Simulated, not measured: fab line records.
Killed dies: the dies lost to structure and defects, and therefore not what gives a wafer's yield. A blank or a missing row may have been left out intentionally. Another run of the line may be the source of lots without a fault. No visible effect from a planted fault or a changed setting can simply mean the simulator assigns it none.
Struck lot and sound lot, side by side	flow n5-finfet	35 out of 1938 route steps
Sound: wafers L218.1, L218.2, L218.3. Struck: wafer L209.1. (L209.3, L209.4 of the same lot were not struck and are left out.) The cause comes at the end.
Order at every step that has rows: each side's tool, ch and its chambers, its first start. Under that, the readings that differ: sound wafers	struck wafers	difference of the means	sigmas: that difference in standard deviations of wafers without a fault.
alike: readings whose means differ by less than 2 such deviations, and words and numbers that are the same on both sides. not compared: withheld readings, readings that some wafer has no value for, bounds like >300 that may hide the same value, and numbers for which the record gives no deviation and whose values overlap.
The two part at a step that has a row with sigmas, a row that says differs or no value, or rows on one side only. Non-overlapping numbers with no deviation appear without sigmas and do not part them. A reading missing from all wafers of one side parts the sides only when that side holds two or more wafers.

first, 9 steps without rows for these wafers: N5_BEOL_M13_SOFTBAKE_23 (time 60 s); N5_BEOL_M13_EXPOSE_25 (exposes mask M13, target cd 210 nm); N5_BEOL_M13_PEB_26 (peb time 90 s); N5_BEOL_M13_DEVELOP_27 (develop time 45 s); N5_BEOL_M13_HARDBAKE_32 (time 120 s); N5_BEOL_M13_DESCUM_33 (chemistry O2, time 7.9 s); N5_BEOL_M13_ETCH_67 (etches SiARC in CF4, target depth 143 nm, time 238.3 s); N5_BEOL_M13_ETCH_68 (etches SOC in N2/H2, time 355 s); N5_BEOL_M13_STRIP_69 (strips in N2/H2).
N5_BEOL_M13_TRENCH_ETCH_34: etches SiOC in C4F8/O2/Ar, target depth 413.47 nm, time 162.6 s.
  sound on rie-diel-01 ch 0,2,3, day 15 22:55; struck on rie-diel-01 ch 2, day 12 20:22
  alike: drypump-motor-current-A, oes-product-au, rf-vpp-V, showerhead-plenum-p-Torr, throttle-valve-pct
  not compared: rf-hours-counter-h
then, 24 steps without rows for these wafers: N5_BEOL_M13_STRIP_70 (strips in C4F8/O2/Ar); N5_BEOL_M13_STRIP_37 (strips in N2/H2); N5_BEOL_M13_ETCH_38 (etches SiCN in CF4/N2, target depth 67.5 nm, time 71.9 s); N5_BEOL_M13_PRECLEAN_39 (cleans in residue remover, time 60 s); N5_BEOL_M13_SRD_40 (time 30 s, dry time 30 s); N5_BEOL_M13_DEGAS_41 (time 60 s); N5_BEOL_M13_PRE_CLEAN_42 (time 30 s); N5_BEOL_M13_SPUTTER_43 (material TaN, target thk 15 nm, time 24.19 s); N5_BEOL_M13_SPUTTER_44 (material Ta, target thk 10 nm, time 16.13 s); N5_BEOL_M13_SPUTTER_45 (material Cu, target thk 80 nm, time 13.33 s); N5_BEOL_M13_ECD_47 (material Cu, target thk 936 nm); N5_BEOL_M13_ANNEAL_48 (time 90 s); N5_BEOL_M13_CMP_49 (polishes, stops on SiOC, t overpolish 17.1 s, target thk 420 nm); N5_BEOL_M13_PRE_CLEAN_52 (time 15 s); N5_BEOL_M13_DEP_53 (deposits SiCN from 3MS/NH3, target thk 50 nm, time 17.8 s); N5_BEOL_M14_ILD_DEP_00 (deposits SiO2 from TEOS/O2, target thk 1119.3 nm, time 237.4 s); N5_BEOL_M14_COAT_58 (time 60 s, resist thk 89 nm); N5_BEOL_M14_COAT_04 (resist thk 800 nm); N5_BEOL_M14_EBR_06; N5_BEOL_M14_SOFTBAKE_05 (time 60 s); N5_BEOL_M14_EXPOSE_07 (exposes mask V13); N5_BEOL_M14_PEB_08 (peb time 90 s); N5_BEOL_M14_DEVELOP_09 (develop time 45 s); N5_BEOL_M14_HARDBAKE_14 (time 120 s).
N5_PASSIVATION_PROBE_49:
  record: rows for the struck wafers here (prober-02, day 14 01:29), none for the sound ones

WHERE THEY PART
At N5_PASSIVATION_PROBE_49 and nowhere else, as far as this record goes.

WHY: whatever the simulator had introduced
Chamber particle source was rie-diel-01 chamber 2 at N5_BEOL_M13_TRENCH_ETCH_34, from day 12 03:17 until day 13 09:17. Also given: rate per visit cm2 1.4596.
